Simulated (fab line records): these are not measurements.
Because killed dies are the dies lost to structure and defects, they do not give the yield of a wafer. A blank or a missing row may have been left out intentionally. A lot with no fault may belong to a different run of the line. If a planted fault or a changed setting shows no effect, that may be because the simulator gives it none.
Which tool was responsible? | flow nandHarc | 42 wafers from 14 lots sampled at 4 of the route's 1302 steps

## WHAT EACH GAUGE READ, for each wafer
The record lacks any reading of a measuring or inspecting step that a usual standard deviation could be used to judge.

## EACH LOT AND THE TOOL THAT RAN IT (in order: tool; ch and the chambers of the sampled wafers; start)
lot  | NHARC_A_CONTACT_ETCH_128           | NHARC_A_CONTACT_DEVELOP_07       | NHARC_A_CONTACT_ETCH_30                      | NHARC_A_CONTACT_ETCH_136
L229 | harCapEtch-02 ch 0,1, day 21 12:08 | lithoTrack-06 ch 0, day 21 18:00 | rieDiel-05 ch 1,2,3, day 21 19:56 or earlier | harCapEtch-03 ch 0,1, day 21 19:56
L232 | harCapEtch-01 ch 0,1, day 22 15:43 | lithoTrack-01 ch 0, day 22 22:00 | rieDiel-12 ch 1,2, day 23 01:08 or earlier   | harCapEtch-01 ch 0,1, day 23 01:08
L233 | harCapEtch-02 ch 0,1, day 23 09:50 | lithoTrack-04 ch 0, day 23 14:00 | rieDiel-05 ch 0,1,2, day 23 16:50 or earlier | harCapEtch-01 ch 0,1, day 23 16:50
L238 | harCapEtch-03 ch 0,1, day 26 06:00 | lithoTrack-01, day 26 11:00      | rieDiel-05 ch 0,1,2, day 26 13:06 or earlier | harCapEtch-03 ch 0, day 26 13:06
L240 | harCapEtch-01 ch 0,1, day 26 06:37 | lithoTrack-04, day 26 11:00      | rieDiel-12 ch 0,1,3, day 26 13:47 or earlier | harCapEtch-01 ch 0,1, day 26 13:47
L244 | harCapEtch-01 ch 0,1, day 28 02:29 | lithoTrack-06 ch 0, day 28 08:00 | rieDiel-05 ch 1,3, day 28 10:41 or earlier   | harCapEtch-03 ch 1, day 28 10:41
L245 | harCapEtch-03 ch 0,1, day 28 04:29 | lithoTrack-01 ch 0, day 28 10:00 | rieDiel-05 ch 1,2, day 28 12:53 or earlier   | harCapEtch-02 ch 0,1, day 28 12:53
L246 | harCapEtch-02 ch 0,1, day 29 04:25 | lithoTrack-04 ch 0, day 29 12:00 | rieDiel-06 ch 0,1,2, day 29 14:11 or earlier | harCapEtch-03 ch 0,1, day 29 14:11
L248 | harCapEtch-01 ch 0,1, day 29 18:53 | lithoTrack-06 ch 0, day 30 00:00 | rieDiel-05 ch 1,2,3, day 30 02:00 or earlier | harCapEtch-02 ch 0,1, day 30 02:00
L249 | harCapEtch-02 ch 0,1, day 29 22:05 | lithoTrack-01 ch 0, day 30 03:00 | rieDiel-05 ch 0,1,3, day 30 05:15 or earlier | harCapEtch-03 ch 0,1, day 30 05:15
L247 | harCapEtch-01 ch 0,1, day 30 00:43 | lithoTrack-01 ch 0, day 30 06:00 | rieDiel-05 ch 0,1,2, day 30 08:12 or earlier | harCapEtch-01 ch 0,1, day 30 08:12
L250 | harCapEtch-02 ch 0,1, day 30 10:04 | lithoTrack-06 ch 0, day 30 15:00 | rieDiel-05 ch 1,2, day 30 17:53 or earlier   | harCapEtch-02 ch 1, day 30 17:53
L252 | harCapEtch-03 ch 0,1, day 30 23:12 | lithoTrack-06 ch 0, day 31 08:00 | rieDiel-05 ch 1,3, day 31 10:17 or earlier   | harCapEtch-02 ch 0,1, day 31 10:17
L251 | harCapEtch-01 ch 0,1, day 30 23:34 | lithoTrack-06 ch 0, day 31 10:00 | rieDiel-05 ch 0,1, day 31 12:00 or earlier   | harCapEtch-03 ch 0,1, day 31 12:00
- NHARC_A_CONTACT_ETCH_128: etches the open film in C4F8/O2/Ar, time 197 s, target depth 1918 nm.
- NHARC_A_CONTACT_DEVELOP_07: develop time 35 s.
- NHARC_A_CONTACT_ETCH_30: etches the open film in CF4/CHF3, target depth 72.6 nm, time 36.3 s.
- NHARC_A_CONTACT_ETCH_136: etches the open film in C4F8/O2/Ar, time 311 s, target depth 1912 nm.

## AS READ BY THE TOOLS THEMSELVES (means over the sampled wafers that have a number; for cases with no such wafer, the mark the record gives instead)
NHARC_A_CONTACT_DEVELOP_07. Usual: chillPlateTempC 23.02 C, standard deviation 0.087; exhaustPa 44.9 Pa, standard deviation 0.89.
lot  | tool          | chillPlateTempC (C) | exhaustPa (Pa) | flag
L229 | lithoTrack-06 | 23.00               | 45.5           | 
L232 | lithoTrack-01 | 22.98               | 45.5           | 
L233 | lithoTrack-04 | 22.98               | 45.1           | 
L238 | lithoTrack-01 | -                   | -              | OFF
L240 | lithoTrack-04 | -                   | -              | OFF
L244 | lithoTrack-06 | 22.90               | 44.5           | 
L245 | lithoTrack-01 | 23.00               | 44.6           | 
L246 | lithoTrack-04 | 23.09               | 45.2           | 
L248 | lithoTrack-06 | 23.03               | 44.4           | 
L249 | lithoTrack-01 | 23.06               | 44.8           | 
L247 | lithoTrack-01 | 22.99               | 44.4           | 
L250 | lithoTrack-06 | 23.13               | 45.1           | 
L252 | lithoTrack-06 | 22.98               | 45.8           | 
L251 | lithoTrack-06 | 23.11               | 46.6           | 

NHARC_A_CONTACT_ETCH_30. Usual: drypumpMotorCurrentA 5.9 A, standard deviation 0.39; oesProductAu 0.935 a.u., standard deviation 0.02; rfVppV 372.6 V, standard deviation 2; showerheadPlenumPTorr 1.63 Torr, standard deviation 0.057; throttleValvePct 16.803 %, standard deviation 0.0091.
lot  | tool       | drypumpMotorCurrentA (A) | oesProductAu (a.u.) | rfVppV (V) | showerheadPlenumPTorr (Torr) | throttleValvePct (%) | flag
L229 | rieDiel-05 | 6.1                      | 0.922               | 372.8      | 1.65                         | 16.805               | 
L232 | rieDiel-12 | 5.9                      | 0.919               | 370.2      | 1.58                         | 16.801               | 
L233 | rieDiel-05 | 5.9                      | 0.931               | 373.8      | 1.67                         | 16.809               | 
L238 | rieDiel-05 | 5.9                      | 0.948               | 373.4      | 1.67                         | 16.797               | 
L240 | rieDiel-12 | 5.8                      | 0.925               | 373.4      | 1.66                         | 16.797               | 
L244 | rieDiel-05 | 6.3                      | 0.926               | 372.6      | 1.63                         | 16.803               | 
L245 | rieDiel-05 | 6.3                      | 0.916               | 372.9      | 1.66                         | 16.797               | 
L246 | rieDiel-06 | 5.4                      | 0.975               | 370.8      | 1.56                         | 16.790               | 
L248 | rieDiel-05 | 6.0                      | 0.950               | 373.4      | 1.64                         | 16.806               | 
L249 | rieDiel-05 | 6.0                      | 0.933               | 371.4      | 1.63                         | 16.803               | 
L247 | rieDiel-05 | 5.9                      | 0.928               | 373.3      | 1.67                         | 16.805               | 
L250 | rieDiel-05 | 6.0                      | 0.927               | 374.6      | 1.68                         | 16.806               | 
L252 | rieDiel-05 | 6.1                      | 0.963               | 371.8      | 1.61                         | 16.803               | 
L251 | rieDiel-05 | 5.8                      | 0.935               | 374.0      | 1.66                         | 16.799               | 

## THE ANSWER, worked out from the rows above alone
Rule: a lot counts as off when the mean over its wafers that have a number is more than 3 standard deviations away from the usual mean. Also off: a lot with no number at a reading for which 4 or more lots have one. Where the step has rows for the other lots, those lots are counted as sound. After the gauges, taken in route order, come the tools' own readings; for these a lot's mean is taken, as printed above. The first step at which some lot is off is used, and at that step the reading that is off furthest; a lot without a number counts as furthest.
Off: L238, L240 (NHARC_A_CONTACT_DEVELOP_07, chillPlateTempC). Without a number there: L238, L240.
A tool fits if, at that step or a process step before it, it ran every lot that is off, and no sound lot after the first of them. No candidate that was tried fits.

## WHAT WAS PUT IN BY THE SIMULATOR
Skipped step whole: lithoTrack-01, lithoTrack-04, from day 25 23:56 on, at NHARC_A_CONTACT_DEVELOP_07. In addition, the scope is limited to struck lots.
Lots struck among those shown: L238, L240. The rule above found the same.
